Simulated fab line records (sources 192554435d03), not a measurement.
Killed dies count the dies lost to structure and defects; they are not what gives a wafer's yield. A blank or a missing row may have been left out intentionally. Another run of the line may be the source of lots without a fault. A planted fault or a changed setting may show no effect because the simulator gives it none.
A struck lot beside a sound one | flow n5-finfet | 23 steps out of a route of 1938
Sound: these wafers, L101.3, L101.5, L101.6. Wafers struck: L994.1, L994.2, L994.3. The cause comes at the end.
Each step with rows lists, per side, the tool, then ch with its chambers, then its first start. Under that, the readings that differ: sound wafers | struck wafers | difference of the means | sigmas: that difference in standard deviations of wafers without a fault.
alike: words and numbers the same on both sides, and readings whose means are apart by under 2 such deviations; not compared: readings that were withheld, readings missing a value for some wafer, numbers with overlapping values and no deviation given by the record, and bounds like >300 which may hide the same value.
A row with sigmas, a row that says differs or no value, or rows on one side alone: a step with any of these is where the two part. When numbers do not overlap yet have no deviation, they are printed without sigmas and do not part them. Lack of a reading on every wafer of one side parts them only where that side has two or more wafers.

first, 11 steps without rows for these wafers: N5_BEOL_M0_SAQP_STRIP_113 (strips in CHF3/O2); N5_BEOL_M0_SAQP_MANDREL_ETCH_20 (etches a-Si in HBr/Cl2, stops on SiNx, target depth 60 nm, bt time 10 s, time 30 s); N5_BEOL_M0_SAQP_STRIP_86 (strips in N2/H2); N5_BEOL_M0_SAQP_STRIP_115 (strips in post etch residue remover, time 60 s); N5_BEOL_M0_SAQP_SRD_93 (time 30 s); N5_BEOL_M0_SAQP_RECESS_114 (chemistry HF/NH3, target SiO2, target depth 14.4 nm, afs cycles 3, sublimation time 60 s); N5_BEOL_M0_SAQP_SPACER1_ALD_98 (deposits SiO2, target thk 12.8 nm, pulse time 1 s, purge time 2 s); N5_BEOL_M0_SAQP_SPACER1_ETCHBACK_99 (etches SiO2 in CHF3/O2, target depth 15.4 nm, time 7.7 s); N5_BEOL_M0_SAQP_MANDREL1_REMOVE_100 (chemistry HBr/Cl2/O2, target a-Si, stops on SiNx, bt time 10 s); N5_BEOL_M0_SAQP_ETCH_101 (etches SiNx in CH3F/O2, target depth 29.9 nm, time 42.7 s); N5_BEOL_M0_SAQP_ETCH_102 (etches SiO2 in CF4, target depth 4 nm, time 4.4 s).
N5_BEOL_M0_SAQP_MANDREL_ETCH_103: etches a-Si in HBr/Cl2, stops on SiCN, target depth 45 nm, bt time 10 s, time 27 s.
  sound on rie-si-06 ch 0,1, day 11 12:11; struck on rie-si-03 ch 0,1,3, day 9 15:30
  no value came back on the struck wafers for any of 6 readings (HBr_flow_sccm (sccm), bias-w (W) and others); on the sound wafers HBr_flow_sccm (sccm) reads 149.0 149.9 149.4
  reading                                         | sound       | struck     | difference | sigmas
  model.SiCN_of_BEOL_M0_SAQP_PECVD_03.thk-nm (nm) | 8.6 8.8 8.8 | 12.2 12 12 | +3.3       |
  not compared: rf-hours-counter-h
then, 2 steps without rows for these wafers: N5_BEOL_M0_SAQP_RECESS_104 (chemistry HF/NH3, target SiO2, target depth 18 nm, afs cycles 3, sublimation time 60 s); N5_BEOL_M0_SAQP_COAT_105 (time 60 s, resist thk 100 nm).
N5_BEOL_M0_SAQP_ETCH_106: etches SOC in N2/H2, stops on SiNx, target depth 150 nm.
  sound on rie-diel-02 ch 2,3, day 11 12:58; struck on rie-diel-05 ch 1,2,3, day 9 16:02
  reading               | sound          | struck         | difference | sigmas
  oes-product-au (a.u.) | 0.70 0.70 0.70 | 0.26 0.32 0.24 | -0.43      | -6
  alike: bias-w, chamber-pressure-mTorr, drypump-motor-current-A, rf-fwd-power-W, rf-vpp-V, showerhead-plenum-p-Torr, throttle-valve-pct
  not compared: rf-hours-counter-h
then, 2 steps without rows for these wafers: N5_BEOL_M0_SAQP_ETCH_107 (etches SiNx in CH3F/O2, target depth 30 nm); N5_BEOL_M0_SAQP_STRIP_108 (strips in N2/H2).
N5_BEOL_M0_SAQP_RECESS_109: chemistry HF/NH3, target SiO2, target depth 3 nm, afs cycles 1, sublimation time 60 s.
  sound on vapor-etch-01 ch 0,1, day 11 13:10; struck on vapor-etch-02 ch 0,1, day 9 16:11
  reading                                         | sound       | struck         | difference | sigmas
  model.SiCN_of_BEOL_M0_SAQP_PECVD_03.thk-nm (nm) | 8.4 8.6 8.4 | 11.8 11.8 11.8 | +3.3       |
  alike: drypump-motor-current-A
then, 1 step without rows for these wafers: N5_BEOL_M0_SAQP_SPACER2_ALD_26 (deposits SiO2, target thk 15 nm, pulse time 1 s, purge time 2 s).
N5_BEOL_M0_SAQP_SPACER2_ETCHBACK_27: etches SiO2 in CHF3/O2, target depth 22.5 nm, time 11.25 s.
  sound on rie-diel-02 ch 2,3, day 11 13:59; struck on rie-diel-02 ch 0,1,3, day 9 16:53
  reading               | sound          | struck         | difference | sigmas
  oes-product-au (a.u.) | 0.70 0.71 0.71 | 0.29 0.28 0.26 | -0.43      | -5
  alike: CHF3_flow_sccm, drypump-motor-current-A, rf-fwd-power-W, rf-vpp-V, showerhead-plenum-p-Torr, throttle-valve-pct
  not compared: rf-hours-counter-h
then, 1 step without rows for these wafers: N5_BEOL_M0_SAQP_MANDREL2_REMOVE_110 (chemistry HBr/Cl2/O2, target a-Si, stops on SiCN, bt time 10 s).
N5_BEOL_M4_RC_MEAS_101:
  the record has rows for the sound wafers here (prober-01 ch 0, day 16 01:50) and none for the struck ones
-- a jump in the record: the struck wafers' starts before and after are 9 days apart (it breaks off in module BEOL_M4 and resumes in module PASSIVATION, where the first step shown is number 1936 of the route) --
N5_PASSIVATION_PROBE_49:
  rows exist in the record for the struck wafers here (prober-01, day 18 15:17), but not for the sound ones

WHERE THEY PART
First at N5_BEOL_M0_SAQP_MANDREL_ETCH_103; last, within this record, at N5_PASSIVATION_PROBE_49.

WHY: what the simulator had put in
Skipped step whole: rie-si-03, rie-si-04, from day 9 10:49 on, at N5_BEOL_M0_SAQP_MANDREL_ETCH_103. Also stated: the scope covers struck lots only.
